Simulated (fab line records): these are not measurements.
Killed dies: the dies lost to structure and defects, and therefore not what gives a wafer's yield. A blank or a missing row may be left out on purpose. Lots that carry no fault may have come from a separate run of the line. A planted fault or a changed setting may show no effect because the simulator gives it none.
One fault through the eyes of 3 desks / flow n5-finfet / what lay behind the numbers comes last; until then each desk has only its own

== DESK OF THE TOOL OWNER: ald-sin-02 ==
The tool's own readings at N5_FIN_SAQP_SPACER2_ALD_28 (deposits SiO2, target thk 8.1 nm, pulse time 1 s, purge time 2 s): means of the sampled wafers that have a number, for each lot that ran on this tool. A lot is out of limits, marked OUT, if its mean lies more than 4 standard deviations from the usual mean; the brackets give that distance.
Columns: A = heater-power-w at N5_FIN_SAQP_SPACER2_ALD_28, usual 476 W; B = precursor-pulse-height-rel at N5_FIN_SAQP_SPACER2_ALD_28, usual 1.002
lot=L757; first seen here=day 3 03:06; A=427; B=0.996
lot=L759; first seen here=day 3 15:53; A=449; B=0.980
lot=L769; first seen here=day 6 01:39; A=450; B=1.001
lot=L772; first seen here=day 6 19:25; A=468; B=1.010
This desk's verdict: no lot among the 4 shows anything out of limits.

== THE METROLOGY DESK ==
What the gauges read for every lot (on any tool): the sampled wafers with a number, averaged. A lot is out of limits, marked OUT, if its mean lies more than 4 standard deviations from the usual mean; the brackets give that distance. Shown here are 7 of its 11 readings, the ones lying furthest out on some lot.
Columns: A = cd-nm at N5_FIN_SAQP_CD_MEAS_37, usual 8.06 nm; B = DIBL_N at N5_BEOL_M4_RC_MEAS_101, usual 36.0 mV/V; C = DIBL_P at N5_BEOL_M4_RC_MEAS_101, usual 36.7 mV/V; D = IOFF_P at N5_BEOL_M4_RC_MEAS_101, usual 0.21 nA/um; E = ION_P at N5_BEOL_M4_RC_MEAS_101, usual 461 uA/um; F = SS_P at N5_BEOL_M4_RC_MEAS_101, usual 73.4 mV/dec; G = VT_P at N5_BEOL_M4_RC_MEAS_101, usual -251 mV
lot=L753; first seen here=day 2 03:38; A=7.83; B=32.3; C=33.6; D=0.18; E=458; F=72.5; G=-253
lot=L757; first seen here=day 3 04:08; A=7.91; B=32.4; C=33.3; D=0.17; E=471; F=72.0; G=-252
lot=L758; first seen here=day 3 09:03; A=7.90; B=36.9; C=37.8; D=0.23; E=461; F=72.7; G=-248
lot=L759; first seen here=day 3 16:52; A=8.04; B=36.4; C=38.8; D=0.26; E=469; F=74.3; G=-246
lot=L763; first seen here=day 4 14:06; A=7.78; B=36.9; C=37.0; D=0.20; E=456; F=73.7; G=-253
lot=L769; first seen here=day 6 02:38; A=8.23; B=35.1; C=35.5; D=0.17; E=460; F=73.4; G=-254
lot=L772; first seen here=day 6 20:23; A=8.16; B=35.6; C=37.0; D=0.19; E=455; F=73.5; G=-254
lot=L775; first seen here=day 7 14:32; A=8.14; B=35.8; C=38.0; D=0.22; E=470; F=73.5; G=-250
lot=L776; first seen here=day 7 21:47; A=7.95; B=36.0; C=37.0; D=0.17; E=454; F=73.2; G=-256
This desk's verdict: no lot among the 9 shows anything out of limits.

== THE DEFECT DESK ==
Lot by lot, what the route's inspections counted, given as the mean of those sampled wafers with a number. A lot is out of limits, marked OUT, if its mean lies more than 4 standard deviations from the usual mean; the brackets give that distance.
Columns: A = raw-defect-count at N5_FIN_SAQP_INSPECT_40, usual 237; B = raw-defect-count at N5_FIN_CUT_INSPECT_10, usual 43
lot=L753; first seen here=day 2 03:46; A=195; B=47
lot=L757; first seen here=day 3 04:16; A=295; B=52
lot=L758; first seen here=day 3 09:11; A=240; B=40
lot=L759; first seen here=day 3 16:59; A=255; B=44
lot=L763; first seen here=day 4 14:14; A=215; B=45
lot=L769; first seen here=day 6 02:46; A=1334 (+15) OUT; B=1177 (+99 or more) OUT
lot=L772; first seen here=day 6 20:31; A=1428 (+17) OUT; B=1222 (+99 or more) OUT
lot=L775; first seen here=day 7 14:40; A=279; B=49
lot=L776; first seen here=day 7 21:59; A=383; B=64
This desk's finding: out of limits on L769, L772; first on L769, day 6 02:46 (raw-defect-count at N5_FIN_SAQP_INSPECT_40). In limits: L753, L757, L758, L759, L763, L775, L776.

== TAKEN TOGETHER ==
The defect desk could have raised an alarm at day 6 02:46, on L769, L772.
The desk of the tool owner found nothing out of limits.
Nothing out of limits was seen by the metrology desk.
The tool owner's desk has L769, L772 on record, within its limits.
The metrology desk holds a record of L769, L772, inside its limits.
The lots listed all ran N5_FIN_SAQP_SPACER2_ALD_28 on ald-sin-02.

== WHAT HAD BEEN PUT IN BY THE SIMULATOR ==
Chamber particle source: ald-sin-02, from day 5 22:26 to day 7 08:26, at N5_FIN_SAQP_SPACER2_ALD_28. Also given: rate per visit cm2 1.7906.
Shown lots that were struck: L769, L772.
Hours from the fault's start to each desk's first reading out of limits: the defect desk, 4.
